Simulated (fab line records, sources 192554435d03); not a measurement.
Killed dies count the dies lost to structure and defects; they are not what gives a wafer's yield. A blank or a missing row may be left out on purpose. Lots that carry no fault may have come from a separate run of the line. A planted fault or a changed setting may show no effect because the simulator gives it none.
What tool caused it? ; flow n5 finfet ; 9 lots, 25 wafers sampled, at 5 steps of a route of 1938

WHAT EACH GAUGE READ, for each wafer
N5_BEOL_M4_RC_MEAS_101.
lot;measured;on;DIBL_N (mV/V)
L893;day 9 12:30;prober-01;36.7 35.7 34.9
L894;day 9 17:04;prober-02;38.5 36.1
L896;day 10 04:10;prober-02;35.8 37.9 38.2
L895;day 10 03:58;prober-01;37.1 34.3
L904;day 12 04:14;prober-01;37.1 35.7 34.8
L905;day 12 22:20;prober-02;37.0 38.7 38.2
L908;day 13 06:37;prober-02;31.8 32.8 35.6
L906;day 13 09:56;prober-01;34.8 36.2 36.8
L907;day 13 13:07;prober-02;35.4 36.8 38.6

EACH LOT AND THE TOOL THAT RAN IT (in order: tool; ch and the chambers of the sampled wafers; start)
lot;N5_BEOL_M4_ILD_DEP_00;N5_BEOL_M4_ETCH_63;N5_BEOL_M4_STRIP_66;N5_BEOL_M4_STRIP_19
L893;pecvd-04 ch 0,1, day 9 00:40;rie diel-06 ch 0,1,2, day 9 02:28;rie diel-06 ch 0,1,2, day 9 02:37;rie diel-03 ch 0,1,3, day 9 02:47
L894;pecvd-04 ch 0,2, day 9 06:20;rie diel-06 ch 1,3, day 9 07:56;rie diel-06 ch 1,3, day 9 08:06;rie diel-04 ch 0,3, day 9 08:16
L896;pecvd-03 ch 0,2, day 9 15:16;rie diel-06 ch 0,1,3, day 9 16:30;rie diel-06 ch 0,1,3, day 9 16:40;rie diel-04 ch 0,2,3, day 9 16:49
L895;pecvd-03 ch 1, day 9 19:20;rie diel-06 ch 2,3, day 9 20:49;rie diel-06 ch 2,3, day 9 20:59;rie diel-03 ch 0,2, day 9 21:26
L904;pecvd-02 ch 0,2, day 11 18:06;rie diel-04 ch 0,3, day 11 20:12;rie diel-04 ch 0,3, day 11 20:22;rie diel-03 ch 0,2, day 11 20:31
L905;pecvd-02 ch 0,1, day 12 14:01;rie diel-03 ch 0,2,3, day 12 15:20;rie diel-03 ch 0,2,3, day 12 15:30;rie diel-03 ch 0,1, day 12 15:39
L908;pecvd-03 ch 0,2, day 12 22:01;rie diel-06 ch 0,1,3, day 12 23:26;rie diel-06 ch 0,1,3, day 12 23:35;rie diel-03 ch 1,2,3, day 12 23:45
L906;pecvd-03 ch 0,1, day 13 00:26;rie diel-06 ch 1,3, day 13 03:13;rie diel-06 ch 1,3, day 13 03:22;rie diel-04 ch 0,2,3, day 13 03:32
L907;pecvd-02 ch 0,1, day 13 01:08;rie diel-06 ch 1,3, day 13 03:26;rie diel-06 ch 1,3, day 13 03:36;rie diel-06 ch 0,3, day 13 03:47
- N5_BEOL_M4_ILD_DEP_00: deposits SiOC from DEMS/O2, target thk 79 nm, time 15.3 s.
- N5_BEOL_M4_ETCH_63: etches SiARC in CF4, target depth 15.6 nm, time 26 s.
- N5_BEOL_M4_STRIP_66: strips in CF4.
- N5_BEOL_M4_STRIP_19: strips in O2.

THE ANSWER, worked out from the rows above alone
Rule: the lots themselves supply what counts as usual. Put in order of their means at a reading, lots are off if they are a third of the lots or fewer, leave a main group of 4 or more, and stand apart from it by a gap of 3 or more times the standard deviation of the main group's means; of several such gaps the widest counts. A main group whose means are all the same, to the digits that the tables above print for the reading, isn't used. Also off: a lot with no number at a reading for which 4 or more lots have one. The other lots that the step has rows for count as sound.
None of the lots is off at any reading shown; this tells nothing.

WHAT WAS PUT IN BY THE SIMULATOR
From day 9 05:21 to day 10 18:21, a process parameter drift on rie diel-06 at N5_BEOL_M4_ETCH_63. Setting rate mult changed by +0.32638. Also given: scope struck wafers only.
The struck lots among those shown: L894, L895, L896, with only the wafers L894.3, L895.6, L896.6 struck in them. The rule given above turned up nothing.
